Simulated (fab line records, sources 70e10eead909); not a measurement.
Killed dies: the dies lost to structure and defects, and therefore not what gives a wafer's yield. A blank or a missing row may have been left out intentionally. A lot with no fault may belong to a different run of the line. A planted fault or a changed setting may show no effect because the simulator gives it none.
Struck lot and sound lot, side by side -- flow nand_harc -- 13 steps out of a route of 1302
Sound: these wafers, L694.1, L694.4, L694.6. Struck: wafers L692.1, L692.4, L692.5. Last of all comes the cause.
Per side, at each step with rows, come the tool, then ch with its chambers, and then its first start. Under that, the readings that differ: sound wafers -- struck wafers -- difference of the means -- sigmas: that difference in standard deviations of wafers without a fault.
alike: words and numbers the same on both sides, and readings whose means are apart by under 2 such deviations; not compared: readings that were withheld, readings missing a value for some wafer, numbers with overlapping values and no deviation given by the record, and bounds like >300 which may hide the same value.
Wherever a step has rows on one side only, a row that says differs or no value, or a row with sigmas, the two part there. Non-overlapping numbers with no deviation appear without sigmas and do not part them. Lack of a reading on every wafer of one side parts them only where that side has two or more wafers.

first, 1 step without rows for these wafers: NHARC_A_BONDPAD_SRD_21 (time 30 s, dry time 20 s).
NHARC_A_BONDPAD_INSPECT_23:
  struck on defect_inspect-02, day 30 10:32; sound on defect_inspect-02, day 31 02:04
  alike: raw_defect_count
NHARC_HYBRID_BOND_ACTIVATE_00: chemistry N2, time 60 s.
  sound on rie_diel-02 ch 0,1,2, day 31 02:09; struck on rie_diel-13 ch 0,3, day 30 10:36
  alike: drypump_motor_current_A, oes_product_au, rf_vpp_V, showerhead_plenum_p_Torr
  not compared: rf_hours_counter_h
then, 4 steps without rows for these wafers: NHARC_HYBRID_BOND_PRECLEAN_01 (cleans in DIW, time 300 s); NHARC_HYBRID_BOND_SRD_02 (time 30 s, dry time 20 s); NHARC_HYBRID_BOND_BOND_03; NHARC_HYBRID_BOND_ANNEAL_04 (time 7200 s).
NHARC_HYBRID_BOND_OVL_MEAS_05:
  struck on overlay-02, day 30 19:17; sound on overlay-02, day 31 11:20
  alike: overlay_x_nm, overlay_y_nm
NHARC_HYBRID_BOND_INSPECT_06: inspects for defects (ir void).
  struck on defect_inspect-02, day 30 19:20; sound on defect_inspect-02, day 31 11:23
  alike: raw_defect_count
NHARC_THIN_TSV_GRIND_00:
  sound on grinder-01 ch 0, day 31 11:32; struck on grinder-01 ch 0, day 30 20:42
  alike: motor_current_A
NHARC_THIN_TSV_CMP_01: polishes.
  sound on cmp-02 ch 2,3, day 31 12:47; struck on cmp-01 ch 1,2,3, day 30 21:57
  no value came back on the struck wafers for edge_zone_pressure_frac, motor_current_A (A); on the sound wafers edge_zone_pressure_frac reads 1.001 0.998 1.001
NHARC_THIN_TSV_THK_MEAS_02: measures by ir.
  struck on film_metro-01, day 30 22:11; sound on film_metro-02, day 31 13:01
reading,sound,struck,difference,sigmas
thk_nm (nm),3217 3108 3178,6249 6532 5972,+3083,+15
next, for these wafers, 1 step has no rows: NHARC_THIN_TSV_SRD_03.

WHERE THEY PART
Earliest at NHARC_THIN_TSV_CMP_01; latest, in this record, at NHARC_THIN_TSV_THK_MEAS_02.

WHY: what the simulator had put in
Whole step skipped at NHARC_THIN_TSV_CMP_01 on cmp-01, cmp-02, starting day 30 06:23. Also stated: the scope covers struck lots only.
